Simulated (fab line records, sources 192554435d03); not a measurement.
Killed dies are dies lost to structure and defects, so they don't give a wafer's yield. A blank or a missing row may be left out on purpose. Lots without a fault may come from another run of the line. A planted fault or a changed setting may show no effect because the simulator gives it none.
One fault seen from 2 desks | flow n5_finfet | each desk has only its own numbers; what lay behind them comes last

THE METROLOGY DESK
What the gauges read, lot by lot, whatever tool the lot ran on: means of the sampled wafers that have a number. A lot is out of limits, marked OUT, if its mean lies more than 4 standard deviations from the usual mean; the brackets give that distance.
Columns: A = PASS_OPEN_OVL at N5_PASSIVATION_OVL_MEAS_66, usual 0 nm
lot  | first seen here | A
L660 | day 11 19:29    | -4
L661 | day 11 20:22    | 1
L663 | day 12 06:58    | -3
L662 | day 12 14:41    | 4
L664 | day 12 16:05    | 5
L666 | day 13 09:08    | 1
L675 | day 15 05:25    | 4
L677 | day 16 04:53    | 6
L680 | day 16 19:26    | 0
L681 | day 17 02:56    | -6
This desk's finding: nothing out of limits on any of the 10 lots.

THE TOOL OWNER'S DESK: rie_diel-06
The tool's own readings at N5_BEOL_M9_ETCH_65 (etches SiARC in CF4, target depth 15.6 nm, time 26 s): means of the sampled wafers that have a number, for each lot that ran on this tool. A lot is out of limits, marked OUT, if its mean lies more than 4 standard deviations from the usual mean; the brackets give that distance. Of its 8 readings 7 are shown: those that lie furthest out on some lot.
Columns: A = cf4_flow_sccm at N5_BEOL_M9_ETCH_65, usual 99.9 sccm; B = chamber_pressure_mTorr at N5_BEOL_M9_ETCH_65, usual 40.00 mTorr; C = etch_rf_on_time_s at N5_BEOL_M9_ETCH_65, usual 25.8 s; D = oes_product_au at N5_BEOL_M9_ETCH_65, usual 0.64 a.u.; E = rf_vpp_V at N5_BEOL_M9_ETCH_65, usual 183.9 V; F = showerhead_plenum_p_Torr at N5_BEOL_M9_ETCH_65, usual 2.14 Torr; G = throttle_valve_pct at N5_BEOL_M9_ETCH_65, usual 15.74 %
lot  | first seen here | A     | B     | C    | D    | E     | F    | G
L660 | day 9 15:28     | 100.0 | 40.02 | 26.0 | 0.67 | 184.0 | 2.18 | 15.79
L662 | day 10 04:01    | 100.1 | 40.03 | 26.2 | 0.62 | 184.6 | 2.17 | 15.87
L663 | day 10 06:16    | 99.8  | 39.98 | 26.1 | 0.65 | 184.0 | 2.15 | 15.73
L664 | day 10 12:41    | 100.1 | 39.99 | 26.4 | 0.65 | 183.5 | 2.17 | 15.70
L666 | day 10 21:29    | 99.7  | 40.01 | 26.0 | 0.69 | 183.7 | 2.15 | 15.67
L681 | day 14 21:45    | 100.0 | 40.01 | 26.3 | 0.72 | 183.9 | 2.13 | 15.62
This desk's finding: nothing out of limits on any of the 6 lots.

PUT TOGETHER
The metrology desk saw nothing out of limits.
The tool owner's desk saw nothing out of limits.

WHAT THE SIMULATOR HAD PUT IN
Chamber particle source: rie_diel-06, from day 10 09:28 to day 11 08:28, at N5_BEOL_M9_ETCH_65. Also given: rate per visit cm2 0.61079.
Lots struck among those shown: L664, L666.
